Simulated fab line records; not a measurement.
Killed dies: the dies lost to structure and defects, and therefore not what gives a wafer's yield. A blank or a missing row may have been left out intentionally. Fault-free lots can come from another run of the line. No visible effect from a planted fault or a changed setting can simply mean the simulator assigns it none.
What tool caused it? :: flow nand-harc :: Sampling: 12 lots, 36 wafers, 2 of 1302 route steps

== WHAT THE GAUGES READ, wafer by wafer ==
NHARC_A_M1_OVL_MEAS_10: pitch 240 nm.
lot: L075
measured: day 23 04:58
on: overlay-02
overlay-x-nm (nm): -1.5 -1.4 -1.7

lot: L078
measured: day 23 18:22
on: overlay-01
overlay-x-nm (nm): -0.9 -0.3 -0.4

lot: L080
measured: day 25 04:34
on: overlay-01
overlay-x-nm (nm): -0.2 -0.1 -0.2

lot: L081
measured: day 25 16:19
on: overlay-01
overlay-x-nm (nm): 0.5 0.5 0.5

lot: L084
measured: day 26 18:44
on: overlay-02
overlay-x-nm (nm): -0.3 0.0 0.2

lot: L086
measured: day 27 06:34
on: overlay-02
overlay-x-nm (nm): 0.4 -0.1 0.3

lot: L088
measured: day 28 14:34
on: overlay-01
overlay-x-nm (nm): -0.5 -0.5 -0.4

lot: L087
measured: day 28 22:16
on: overlay-02
overlay-x-nm (nm): -0.4 -0.9 -0.9

lot: L090
measured: day 29 04:45
on: overlay-01
overlay-x-nm (nm): 0.9 0.2 0.7

lot: L092
measured: day 31 00:55
on: overlay-02
overlay-x-nm (nm): -0.7 -0.4 -0.4

lot: L095
measured: day 31 15:40
on: overlay-01
overlay-x-nm (nm): 0.5 0.0 0.7

lot: L097
measured: day 32 09:48
on: overlay-02
overlay-x-nm (nm): -0.3 -0.9 -1.0

== WHICH TOOL RAN EACH LOT (tool, then ch and the chambers of the sampled wafers, then the start) ==
lot: L075
NHARC_A_M0_ANNEAL_30: rtp-anneal-02 ch 0, day 23 02:41

lot: L078
NHARC_A_M0_ANNEAL_30: rtp-anneal-02 ch 0, day 23 15:45

lot: L080
NHARC_A_M0_ANNEAL_30: rtp-anneal-01 ch 0, day 25 02:19

lot: L081
NHARC_A_M0_ANNEAL_30: rtp-anneal-02 ch 0, day 25 14:09

lot: L084
NHARC_A_M0_ANNEAL_30: rtp-anneal-02 ch 0, day 26 16:26

lot: L086
NHARC_A_M0_ANNEAL_30: rtp-anneal-01 ch 0, day 27 04:18

lot: L088
NHARC_A_M0_ANNEAL_30: rtp-anneal-01 ch 0, day 28 12:22

lot: L087
NHARC_A_M0_ANNEAL_30: rtp-anneal-01 ch 0, day 28 20:01

lot: L090
NHARC_A_M0_ANNEAL_30: rtp-anneal-02 ch 0, day 29 02:21

lot: L092
NHARC_A_M0_ANNEAL_30: rtp-anneal-02 ch 0, day 30 22:35

lot: L095
NHARC_A_M0_ANNEAL_30: rtp-anneal-02 ch 0, day 31 13:25

lot: L097
NHARC_A_M0_ANNEAL_30: rtp-anneal-01 ch 0, day 32 07:32
- NHARC_A_M0_ANNEAL_30: time 90 s.

== THE ANSWER, worked out from the rows above alone ==
Rule: usual is defined by the lots themselves. The widest of any qualifying gaps counts: lots, ordered by their means at a reading, are off when they make up no more than a third of the lots, leave a main group of 4 or more, and stand apart from it by 3 or more times the standard deviation of that group's means. If all means in a main group match to the digits the tables above print for the reading, that group is not used. Also off: a lot with no number at a reading for which 4 or more lots have one. Any other lot the step has rows for is counted as sound.
None of the lots is off at any reading shown; this tells nothing.

== WHAT THE SIMULATOR HAD INSERTED ==
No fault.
